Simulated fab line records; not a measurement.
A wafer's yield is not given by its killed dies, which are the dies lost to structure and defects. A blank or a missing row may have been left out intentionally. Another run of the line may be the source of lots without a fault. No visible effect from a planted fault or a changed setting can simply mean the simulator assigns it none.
Which tool was responsible?    flow n5 finfet    29 wafers from 10 lots sampled at 6 of the route's 1938 steps

WHAT THE GAUGES READ, wafer by wafer
N5_BEOL_M15_INSPECT_12: inspects for defects (macro). Usual: raw defect count 1.9, standard deviation 1.4.
lot   measured      on                 raw defect count  flag
L806  day 11 20:45  defect inspect-01  2 4 1             
L809  day 11 23:20  defect inspect-01  2 3 0             
L810  day 12 05:02  defect inspect-01  3 2 1             
L812  day 12 20:04  defect inspect-02  2 3 3             
L816  day 13 20:09  defect inspect-01  4 3 2             
L817  day 14 09:58  defect inspect-01  5 1               
L821  day 15 00:44  defect inspect-02  4 1 2             
L824  day 16 04:40  defect inspect-01  2 5 1             
L827  day 16 13:56  defect inspect-02  0 2 2             
L829  day 16 22:14  defect inspect-02  2 2 1             

N5_BEOL_M15_THK_MEAS_50: measures by xrf. Usual: M15_THK 849 nm, standard deviation 13.
lot   measured      on             M15_THK (nm)  flag
L806  day 12 03:58  film metro-01  850 847 842   
L809  day 12 04:55  film metro-01  846 835 835   
L810  day 12 09:53  film metro-01  844 839 846   
L812  day 13 01:42  film metro-02  849 862 837   
L816  day 14 01:59  film metro-02  862 947 863   OFF
L817  day 14 14:53  film metro-01  959 944       OFF
L821  day 15 05:34  film metro-02  845 827 851   
L824  day 16 08:38  film metro-01  818 846 836   
L827  day 16 17:50  film metro-02  842 859 860   
L829  day 17 02:03  film metro-01  861 844 842   

N5_BEOL_M15_RS_MEAS_54: measurement is done with a four-point probe. Usual: M15_RS 0.0217 ohm/sq, standard deviation 0.0003.
lot   measured      on             M15_RS (ohm/sq)       flag
L806  day 12 04:07  film metro-01  0.0215 0.0215 0.0216  
L809  day 12 05:02  film metro-01  0.0216 0.0220 0.0220  
L810  day 12 10:01  film metro-01  0.0216 0.0218 0.0217  
L812  day 13 01:50  film metro-01  0.0218 0.0214 0.0219  
L816  day 14 02:07  film metro-02  0.0216 0.0196 0.0215  
L817  day 14 15:01  film metro-01  0.0192 0.0195         OFF
L821  day 15 05:42  film metro-01  0.0217 0.0222 0.0216  
L824  day 16 08:46  film metro-02  0.0225 0.0217 0.0221  
L827  day 16 17:58  film metro-02  0.0219 0.0214 0.0215  
L829  day 17 02:11  film metro-02  0.0212 0.0216 0.0217  

WHAT TOOL EACH LOT RAN ON (gives the tool, then ch and the chambers of the sampled wafers, and finally the start)
lot   N5_BEOL_M15_DESCUM_33               N5_BEOL_M15_TRENCH_ETCH_34          N5_BEOL_M15_SPUTTER_43
L806  rie diel-04 ch 2,3, day 11 22:22    rie diel-04 ch 2,3, day 11 22:27    pvd sputter-01, day 12 02:52
L809  rie diel-04 ch 0,3, day 12 00:53    rie diel-04 ch 0,3, day 12 00:59    pvd sputter-03, day 12 03:22
L810  rie diel-06 ch 1,2, day 12 06:47    rie diel-06 ch 1,2, day 12 06:52    pvd sputter-02, day 12 08:47
L812  rie diel-06 ch 0,1,2, day 12 21:34  rie diel-06 ch 0,1,2, day 12 21:39  pvd sputter-01, day 13 00:35
L816  rie diel-04 ch 0,2,3, day 13 22:01  rie diel-04 ch 0,2,3, day 13 22:07  pvd sputter-01, day 14 00:53
L817  rie diel-04 ch 0,3, day 14 11:47    rie diel-04 ch 0,3, day 14 11:55    pvd sputter-02, day 14 13:47
L821  rie diel-06 ch 0,1, day 15 02:37    rie diel-06 ch 0,1, day 15 02:43    pvd sputter-03, day 15 04:28
L824  rie diel-06 ch 0,1,3, day 16 06:25  rie diel-06 ch 0,1,3, day 16 06:31  pvd sputter-03, day 16 07:30
L827  rie diel-06 ch 1,2, day 16 15:35    rie diel-06 ch 1,2, day 16 15:40    pvd sputter-03, day 16 16:21
L829  rie diel-02 ch 0,1,2, day 17 00:08  rie diel-02 ch 0,1,2, day 17 00:13  pvd sputter-02, day 17 00:56
- N5_BEOL_M15_DESCUM_33: chemistry O2, time 7.9 s.
- N5_BEOL_M15_TRENCH_ETCH_34: etches SiO2 in C4F8/O2/Ar, target depth 872.93 nm, time 199 s.
- N5_BEOL_M15_SPUTTER_43: material TaN, target thk 15 nm, time 24.19 s.

AS READ BY THE TOOLS THEMSELVES (means over the sampled wafers that have a number; for cases with no such wafer, the mark the record gives instead)
N5_BEOL_M15_DESCUM_33. Usual: drypump motor current A 5.8 A, standard deviation 0.36; oes product au 0.78 a.u., standard deviation 0.061; rf vpp V 243.3 V, standard deviation 1.3; showerhead plenum p Torr 2.11 Torr, standard deviation 0.084; throttle valve pct 20.46 %, standard deviation 0.27.
lot   tool         drypump motor current A (A)  oes product au (a.u.)  rf vpp V (V)  showerhead plenum p Torr (Torr)  throttle valve pct (%)  flag
L806  rie diel-04  5.6                          0.82                   242.6         2.05                             20.52                   
L809  rie diel-04  5.7                          0.87                   243.0         2.08                             20.31                   
L810  rie diel-06  6.1                          0.81                   242.9         2.09                             20.20                   
L812  rie diel-06  6.0                          0.76                   242.5         2.08                             20.42                   
L816  rie diel-04  5.7                          0.82                   242.6         2.06                             20.44                   
L817  rie diel-04  5.8                          0.83                   242.3         2.08                             20.40                   
L821  rie diel-06  6.0                          0.76                   242.6         2.01                             20.34                   
L824  rie diel-06  5.8                          0.72                   242.7         2.06                             20.44                   
L827  rie diel-06  6.1                          0.78                   243.4         2.08                             20.26                   
L829  rie diel-02  5.7                          0.75                   244.4         2.14                             20.77                   

N5_BEOL_M15_TRENCH_ETCH_34. Usual: O2_flow_sccm 12.00 sccm, standard deviation 0.036; drypump motor current A 5.8 A, standard deviation 0.36; oes product au 0.78 a.u., standard deviation 0.061; rf vpp V 2213 V, standard deviation 26; showerhead plenum p Torr 3.44 Torr, standard deviation 0.13; throttle valve pct 30.8 %, standard deviation 0.3.
lot   tool         O2_flow_sccm (sccm)  drypump motor current A (A)  oes product au (a.u.)  rf vpp V (V)  showerhead plenum p Torr (Torr)  throttle valve pct (%)  flag
L806  rie diel-04  12.02                5.5                          0.81                   2193          3.37                             31.0                    
L809  rie diel-04  11.99                5.7                          0.86                   2214          3.39                             30.6                    
L810  rie diel-06  11.98                6.1                          0.81                   2205          3.43                             30.6                    
L812  rie diel-06  12.00                6.0                          0.77                   2211          3.40                             30.8                    
L816  rie diel-04  11.99                5.7                          0.83                   2202          3.37                             30.8                    
L817  rie diel-04  11.95                5.8                          0.85                   2206          3.40                             30.7                    
L821  rie diel-06  12.01                6.0                          0.76                   2192          3.31                             30.7                    
L824  rie diel-06  12.00                5.8                          0.73                   2215          3.36                             30.7                    
L827  rie diel-06  12.03                6.1                          0.79                   2204          3.41                             30.7                    
L829  rie diel-02  11.96                5.7                          0.75                   2199          3.48                             31.2                    

N5_BEOL_M15_SPUTTER_43. Usual: throttle valve pct 30.2 %, standard deviation 1.4.
lot   tool            throttle valve pct (%)  flag
L806  pvd sputter-01  28.9                    
L809  pvd sputter-03  30.9                    
L810  pvd sputter-02  30.3                    
L812  pvd sputter-01  29.0                    
L816  pvd sputter-01  29.2                    
L817  pvd sputter-02  29.6                    
L821  pvd sputter-03  30.1                    
L824  pvd sputter-03  30.6                    
L827  pvd sputter-03  29.4                    
L829  pvd sputter-02  29.9                    

THE ANSWER, worked out from the rows above alone
Rule: lot off if the mean of its wafers having a number is beyond 3 standard deviations from the usual mean. A lot without any number at a reading at which 4 lots or more have one is off too. All remaining lots with rows at the step are treated as sound. First the gauges in route order, then the tools' own readings, where a lot's mean is used as printed above. At the first step where some lot is off, the reading lying furthest off is the one used; lots without a number count as furthest.
Off: at N5_BEOL_M15_THK_MEAS_50 (M15_THK), L816, L817.
If a tool, at a process step before that reading, ran all the lots that are off and no sound lot after the first of them, it fits. Those tools and the gauges at N5_BEOL_M15_THK_MEAS_50 are tried in the same way. One fits: rie diel-04 at N5_BEOL_M15_DESCUM_33 and N5_BEOL_M15_TRENCH_ETCH_34. At N5_BEOL_M15_DESCUM_33 its last sound lot is L809 (day 12 00:53), its first lot that is off L816 (day 13 22:01): a fault that began between those two fits.

WHAT THE SIMULATOR HAD PUT IN
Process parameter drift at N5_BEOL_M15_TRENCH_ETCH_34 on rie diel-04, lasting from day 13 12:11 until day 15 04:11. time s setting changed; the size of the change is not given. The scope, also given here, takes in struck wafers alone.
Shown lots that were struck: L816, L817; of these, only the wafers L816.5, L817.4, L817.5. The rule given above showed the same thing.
